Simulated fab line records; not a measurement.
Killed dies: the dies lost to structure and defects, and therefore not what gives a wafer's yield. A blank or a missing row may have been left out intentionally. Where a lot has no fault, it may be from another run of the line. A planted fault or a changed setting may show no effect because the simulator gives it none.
Split-lot trial || flow n5_finfet || route with 1938 steps; 7 lots, 39 wafers read

SPLIT DETAILS
At N5_BEOL_M10_TRENCH_ETCH_37 (etches SiCOH lowk in C4F6/O2, target depth 148.83 nm, time 48 s), the setting time_s was moved away from the recipe's 48 s on 15 of the 39 wafers read, by -36.6% to +52.0%. The other wafers ran this setting at the recipe's value.

FROM THE SPLIT TO THE READING: what the file shows between them, 4 steps
- N5_BEOL_M10_ETCH_41: etches SiCN in CH3F/O2, target depth 42.6 nm, time 86 s
- N5_BEOL_M10_STRIP_77: strips in N2/H2, time 10 s
- N5_BEOL_M10_ECD_50: material Cu, target thk 318 nm
- N5_BEOL_M10_ANNEAL_51: time 90 s

THE READING
Cu_of_BEOL_M10_ECD_50.thk_nm (the simulator's own value, which no gauge read), in nm, at N5_BEOL_M10_CMP_52 (polishes, stops on SiCOH lowk, t overpolish 7 s, target thk 140 nm). There is no usual value for it anywhere in the file. Average 138.6 nm, standard deviation 2.7 nm, over the 24 wafers here run with the recipe.

{"wafer": "L074.1", "tool, chamber at the split": "rie_diel-02, 0", "time_s as run, s": 48, "against the recipe": "recipe", "Cu_of_BEOL_M10_ECD_50.thk_nm, nm": 138.2, "against lot-mates on the recipe": "-"}
{"wafer": "L074.4", "tool, chamber at the split": "rie_diel-02, 3", "time_s as run, s": 48, "against the recipe": "recipe", "Cu_of_BEOL_M10_ECD_50.thk_nm, nm": 135, "against lot-mates on the recipe": "-"}
{"wafer": "L074.5", "tool, chamber at the split": "rie_diel-02, 3", "time_s as run, s": 48, "against the recipe": "recipe", "Cu_of_BEOL_M10_ECD_50.thk_nm, nm": 135, "against lot-mates on the recipe": "-"}
{"wafer": "L074.3", "tool, chamber at the split": "rie_diel-02, 2", "time_s as run, s": 48, "against the recipe": "recipe", "Cu_of_BEOL_M10_ECD_50.thk_nm, nm": 137, "against lot-mates on the recipe": "-"}
{"wafer": "L074.2", "tool, chamber at the split": "rie_diel-02, 1", "time_s as run, s": 48, "against the recipe": "recipe", "Cu_of_BEOL_M10_ECD_50.thk_nm, nm": 138.6, "against lot-mates on the recipe": "-"}
{"wafer": "L074.6", "tool, chamber at the split": "rie_diel-02, 0", "time_s as run, s": 48, "against the recipe": "recipe", "Cu_of_BEOL_M10_ECD_50.thk_nm, nm": 136.4, "against lot-mates on the recipe": "-"}
{"wafer": "L078.3", "tool, chamber at the split": "rie_diel-04, 1", "time_s as run, s": 30.42, "against the recipe": "-36.6%", "Cu_of_BEOL_M10_ECD_50.thk_nm, nm": 83.8, "against lot-mates on the recipe": -59.3}
{"wafer": "L078.4", "tool, chamber at the split": "rie_diel-04, 1", "time_s as run, s": 30.42, "against the recipe": "-36.6%", "Cu_of_BEOL_M10_ECD_50.thk_nm, nm": 83.4, "against lot-mates on the recipe": -59.7}
{"wafer": "L078.1", "tool, chamber at the split": "rie_diel-04, 0", "time_s as run, s": 48, "against the recipe": "recipe", "Cu_of_BEOL_M10_ECD_50.thk_nm, nm": 144, "against lot-mates on the recipe": "-"}
{"wafer": "L078.2", "tool, chamber at the split": "rie_diel-04, 3", "time_s as run, s": 30.42, "against the recipe": "-36.6%", "Cu_of_BEOL_M10_ECD_50.thk_nm, nm": 87, "against lot-mates on the recipe": -56.1}
{"wafer": "L078.5", "tool, chamber at the split": "rie_diel-04, 3", "time_s as run, s": 48, "against the recipe": "recipe", "Cu_of_BEOL_M10_ECD_50.thk_nm, nm": 142.2, "against lot-mates on the recipe": "-"}
{"wafer": "L078.6", "tool, chamber at the split": "rie_diel-04, 0", "time_s as run, s": 48, "against the recipe": "recipe", "Cu_of_BEOL_M10_ECD_50.thk_nm, nm": 143, "against lot-mates on the recipe": "-"}
{"wafer": "L080.2", "tool, chamber at the split": "rie_diel-05, 1", "time_s as run, s": 64.06, "against the recipe": "+33.5%", "Cu_of_BEOL_M10_ECD_50.thk_nm, nm": 187.4, "against lot-mates on the recipe": "+50.7"}
{"wafer": "L080.1", "tool, chamber at the split": "rie_diel-05, 3", "time_s as run, s": 64.06, "against the recipe": "+33.5%", "Cu_of_BEOL_M10_ECD_50.thk_nm, nm": 183, "against lot-mates on the recipe": "+46.3"}
{"wafer": "L080.4", "tool, chamber at the split": "rie_diel-05, 2", "time_s as run, s": 48, "against the recipe": "recipe", "Cu_of_BEOL_M10_ECD_50.thk_nm, nm": 137.8, "against lot-mates on the recipe": "-"}
{"wafer": "L080.3", "tool, chamber at the split": "rie_diel-05, 0", "time_s as run, s": 64.06, "against the recipe": "+33.5%", "Cu_of_BEOL_M10_ECD_50.thk_nm, nm": 185, "against lot-mates on the recipe": "+48.3"}
{"wafer": "L080.6", "tool, chamber at the split": "rie_diel-05, 3", "time_s as run, s": 48, "against the recipe": "recipe", "Cu_of_BEOL_M10_ECD_50.thk_nm, nm": 136.6, "against lot-mates on the recipe": "-"}
{"wafer": "L080.5", "tool, chamber at the split": "rie_diel-05, 0", "time_s as run, s": 48, "against the recipe": "recipe", "Cu_of_BEOL_M10_ECD_50.thk_nm, nm": 135.8, "against lot-mates on the recipe": "-"}
{"wafer": "L088.1", "tool, chamber at the split": "rie_diel-02, 2", "time_s as run, s": 48, "against the recipe": "recipe", "Cu_of_BEOL_M10_ECD_50.thk_nm, nm": 139.6, "against lot-mates on the recipe": "-"}
{"wafer": "L088.3", "tool, chamber at the split": "rie_diel-02, 3", "time_s as run, s": 48, "against the recipe": "recipe", "Cu_of_BEOL_M10_ECD_50.thk_nm, nm": 135.4, "against lot-mates on the recipe": "-"}
{"wafer": "L088.5", "tool, chamber at the split": "rie_diel-02, 1", "time_s as run, s": 48, "against the recipe": "recipe", "Cu_of_BEOL_M10_ECD_50.thk_nm, nm": 136.2, "against lot-mates on the recipe": "-"}
{"wafer": "L097.4", "tool, chamber at the split": "rie_diel-02, 1", "time_s as run, s": 72.96, "against the recipe": "+52.0%", "Cu_of_BEOL_M10_ECD_50.thk_nm, nm": 216.8, "against lot-mates on the recipe": "+78.5"}
{"wafer": "L097.1", "tool, chamber at the split": "rie_diel-02, 2", "time_s as run, s": 48, "against the recipe": "recipe", "Cu_of_BEOL_M10_ECD_50.thk_nm, nm": 139.6, "against lot-mates on the recipe": "-"}
{"wafer": "L097.3", "tool, chamber at the split": "rie_diel-02, 3", "time_s as run, s": 48, "against the recipe": "recipe", "Cu_of_BEOL_M10_ECD_50.thk_nm, nm": 137.4, "against lot-mates on the recipe": "-"}
{"wafer": "L097.2", "tool, chamber at the split": "rie_diel-02, 0", "time_s as run, s": 72.96, "against the recipe": "+52.0%", "Cu_of_BEOL_M10_ECD_50.thk_nm, nm": 218.6, "against lot-mates on the recipe": "+80.3"}
{"wafer": "L097.5", "tool, chamber at the split": "rie_diel-02, 3", "time_s as run, s": 72.96, "against the recipe": "+52.0%", "Cu_of_BEOL_M10_ECD_50.thk_nm, nm": 209.6, "against lot-mates on the recipe": "+71.3"}
{"wafer": "L097.6", "tool, chamber at the split": "rie_diel-02, 2", "time_s as run, s": 48, "against the recipe": "recipe", "Cu_of_BEOL_M10_ECD_50.thk_nm, nm": 138, "against lot-mates on the recipe": "-"}
{"wafer": "L094.2", "tool, chamber at the split": "rie_diel-05, 3", "time_s as run, s": 48, "against the recipe": "recipe", "Cu_of_BEOL_M10_ECD_50.thk_nm, nm": 141.6, "against lot-mates on the recipe": "-"}
{"wafer": "L094.1", "tool, chamber at the split": "rie_diel-05, 2", "time_s as run, s": 48, "against the recipe": "recipe", "Cu_of_BEOL_M10_ECD_50.thk_nm, nm": 141.8, "against lot-mates on the recipe": "-"}
{"wafer": "L094.4", "tool, chamber at the split": "rie_diel-05, 0", "time_s as run, s": 65.29, "against the recipe": "+36.0%", "Cu_of_BEOL_M10_ECD_50.thk_nm, nm": 192.4, "against lot-mates on the recipe": "+51.1"}
{"wafer": "L094.3", "tool, chamber at the split": "rie_diel-05, 1", "time_s as run, s": 48, "against the recipe": "recipe", "Cu_of_BEOL_M10_ECD_50.thk_nm, nm": 140.4, "against lot-mates on the recipe": "-"}
{"wafer": "L094.6", "tool, chamber at the split": "rie_diel-05, 3", "time_s as run, s": 65.29, "against the recipe": "+36.0%", "Cu_of_BEOL_M10_ECD_50.thk_nm, nm": 195.6, "against lot-mates on the recipe": "+54.3"}
{"wafer": "L094.5", "tool, chamber at the split": "rie_diel-05, 0", "time_s as run, s": 65.29, "against the recipe": "+36.0%", "Cu_of_BEOL_M10_ECD_50.thk_nm, nm": 191, "against lot-mates on the recipe": "+49.7"}
{"wafer": "L089.1", "tool, chamber at the split": "rie_diel-02, 0", "time_s as run, s": 48, "against the recipe": "recipe", "Cu_of_BEOL_M10_ECD_50.thk_nm, nm": 142.6, "against lot-mates on the recipe": "-"}
{"wafer": "L089.4", "tool, chamber at the split": "rie_diel-02, 2", "time_s as run, s": 66.23, "against the recipe": "+38.0%", "Cu_of_BEOL_M10_ECD_50.thk_nm, nm": 198.6, "against lot-mates on the recipe": "+59.9"}
{"wafer": "L089.3", "tool, chamber at the split": "rie_diel-02, 3", "time_s as run, s": 48, "against the recipe": "recipe", "Cu_of_BEOL_M10_ECD_50.thk_nm, nm": 136.4, "against lot-mates on the recipe": "-"}
{"wafer": "L089.2", "tool, chamber at the split": "rie_diel-02, 2", "time_s as run, s": 66.23, "against the recipe": "+38.0%", "Cu_of_BEOL_M10_ECD_50.thk_nm, nm": 198, "against lot-mates on the recipe": "+59.3"}
{"wafer": "L089.5", "tool, chamber at the split": "rie_diel-02, 0", "time_s as run, s": 66.23, "against the recipe": "+38.0%", "Cu_of_BEOL_M10_ECD_50.thk_nm, nm": 200.4, "against lot-mates on the recipe": "+61.7"}
{"wafer": "L089.6", "tool, chamber at the split": "rie_diel-02, 3", "time_s as run, s": 48, "against the recipe": "recipe", "Cu_of_BEOL_M10_ECD_50.thk_nm, nm": 137.2, "against lot-mates on the recipe": "-"}

THE FIT
A straight line over all 39 wafers: Cu_of_BEOL_M10_ECD_50.thk_nm changes by +1.49 nm for each +1% of time_s; r = +1.00; the points scatter about the line by 3 nm.
The same after taking each lot's own level away (the mean of its wafers on the recipe; 39 wafers): +1.51 nm for each +1%; r = +1.00; scatter 2.4 nm.
On that fit, the largest move of time_s shifts the reading by 79 nm.
The span of the lots' own levels, 136.70 to 143.07 nm, comes to 2.4 times the standard deviation stated above.
The two slopes agree, so the slope changes little with the lot-to-lot level.
Check: for one of the wafers moved furthest among these (+52.0%), held out of the fit, the line's prediction against its lot-mates is +78.1 nm. It came out at +78.5 nm against them.

OTHER SPLITS ON THESE WAFERS
These wafers also went through other splits before the reading. Each is held against what the fit with the lots' levels taken away leaves over:
{"other split on the same wafers": "N5_BEOL_M10_ILD_DEP_00 target_thk_a", "wafers away from the commonest value": 15, "r with Cu_of_BEOL_M10_ECD_50.thk_nm (lot level and that fit taken away)": "+0.08"}

THE WHOLE CHAIN: every reading that the file lists as answering this split, in the file's order
{"step": "N5_BEOL_M10_TRENCH_ETCH_37", "what it does": "etches SiCOH lowk in C4F6/O2, target depth 148.83 nm, time 48 s", "reading": "BEOL_M10.feature_depth_nm (the simulator's own value, which no gauge read)", "change (the file's fit)": "+1.5 nm for each +1% of the setting", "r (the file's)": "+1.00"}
{"step": "N5_BEOL_M10_TRENCH_ETCH_37", "what it does": "etches SiCOH lowk in C4F6/O2, target depth 148.83 nm, time 48 s", "reading": "etch.depth_nm (the simulator's own value, which no gauge read)", "change (the file's fit)": "+1.5 nm for each +1% of the setting", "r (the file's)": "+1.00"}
{"step": "N5_BEOL_M10_TRENCH_ETCH_37", "what it does": "etches SiCOH lowk in C4F6/O2, target depth 148.83 nm, time 48 s", "reading": "TiN_of_BEOL_M10_HM_DEP_02.thk_nm (the simulator's own value, which no gauge read)", "change (the file's fit)": "-0.0397 nm for each +1% of the setting", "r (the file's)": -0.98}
{"step": "N5_BEOL_M10_CMP_52", "what it does": "polishes, stops on SiCOH lowk, t overpolish 7 s, target thk 140 nm", "reading": "Cu_of_BEOL_M10_ECD_50.thk_nm (the simulator's own value, which no gauge read)", "change (the file's fit)": "+1.5 nm for each +1% of the setting", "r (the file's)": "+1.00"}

THE FILE'S OWN FIT
Cu_of_BEOL_M10_ECD_50.thk_nm changes by +1.5 nm for each +1% of time_s, r = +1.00.
